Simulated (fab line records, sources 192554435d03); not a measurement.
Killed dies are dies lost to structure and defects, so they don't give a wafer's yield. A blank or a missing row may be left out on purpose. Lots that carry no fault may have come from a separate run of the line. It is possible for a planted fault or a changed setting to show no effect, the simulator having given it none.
The tool behind it: which one?    flow n5_finfet    30 wafers from 10 lots sampled at 4 of the route's 1938 steps

## WHAT THE GAUGES SHOWED, per wafer
N5_HKMG_FIN_INSPECT_61: inspects for defects (macro).
lot   measured     on                 raw_defect_count
L075  day 4 05:26  defect_inspect-01  0 1 0
L077  day 4 17:44  defect_inspect-01  4 3 2
L079  day 5 08:16  defect_inspect-01  0 5 1
L082  day 5 22:55  defect_inspect-01  5 1 2
L085  day 6 19:50  defect_inspect-02  1 2 3
L087  day 7 05:34  defect_inspect-01  1 4 8
L090  day 8 01:38  defect_inspect-01  3 2 1
L092  day 8 10:11  defect_inspect-01  0 2 3
L094  day 9 02:52  defect_inspect-02  3 1 1
L096  day 9 14:12  defect_inspect-02  1 2 4

## TOOL THAT RAN EACH LOT (tool first, then ch and the chambers of the sampled wafers, then the start)
lot   N5_SDB_DESCUM_16                   N5_DUMMY_REMOVAL_HM_STRIP_01       N5_HKMG_FIN_HK_ANNEAL_02
L075  rie_diel-04 ch 2,3, day 3 23:57    rie_diel-03 ch 0,2,3, day 4 03:53  rtp_anneal-02 ch 0, day 4 04:43
L077  rie_diel-01 ch 1,2, day 4 11:55    rie_diel-03 ch 0,2,3, day 4 16:09  rtp_anneal-02 ch 0, day 4 16:58
L079  rie_diel-05 ch 1,2, day 5 02:19    rie_diel-02 ch 0,1,2, day 5 06:37  rtp_anneal-02 ch 0, day 5 07:27
L082  rie_diel-04 ch 0,1, day 5 17:36    rie_diel-03 ch 1,2,3, day 5 21:29  rtp_anneal-01 ch 0, day 5 22:14
L085  rie_diel-01 ch 1,3, day 6 13:23    rie_diel-02 ch 0,3, day 6 18:17    rtp_anneal-02 ch 0, day 6 19:03
L087  rie_diel-01 ch 1,2, day 6 23:52    rie_diel-02 ch 0,3, day 7 03:48    rtp_anneal-01 ch 0, day 7 04:49
L090  rie_diel-01 ch 1,3, day 7 19:58    rie_diel-06 ch 1,2, day 8 00:04    rtp_anneal-01 ch 0, day 8 00:50
L092  rie_diel-01 ch 0,1,2, day 8 04:44  rie_diel-03 ch 1,3, day 8 08:38    rtp_anneal-01 ch 0, day 8 09:22
L094  rie_diel-01 ch 0,1, day 8 21:16    rie_diel-06 ch 0,2, day 9 01:17    rtp_anneal-01 ch 0, day 9 02:14
L096  rie_diel-04 ch 0,1,2, day 9 07:50  rie_diel-06 ch 0,1, day 9 12:16    rtp_anneal-02 ch 0, day 9 13:19
- N5_SDB_DESCUM_16: chemistry O2, time 7.9 s.
- N5_DUMMY_REMOVAL_HM_STRIP_01: strips SiNx in CH3F/O2, stops on poly-Si, target depth 4 nm, time 6.8 s.
- N5_HKMG_FIN_HK_ANNEAL_02: time 30 s.

## THE ANSWER, worked out from the rows above alone
Rule: the usual values come from the lots themselves. Put in order of their means at a reading, lots are off if they are a third of the lots or fewer, leave a main group of 4 or more, and stand apart from it by a gap of 3 or more times the standard deviation of the main group's means; of several such gaps the widest counts. The tables above print the reading to a certain number of digits; a main group whose means all agree to those digits is not used. A lot without any number at a reading at which 4 lots or more have one is off too. Any other lot the step has rows for is counted as sound.
No lot is off on any of the readings shown, so nothing can be concluded from this.

## WHAT THE SIMULATOR HAD INSERTED
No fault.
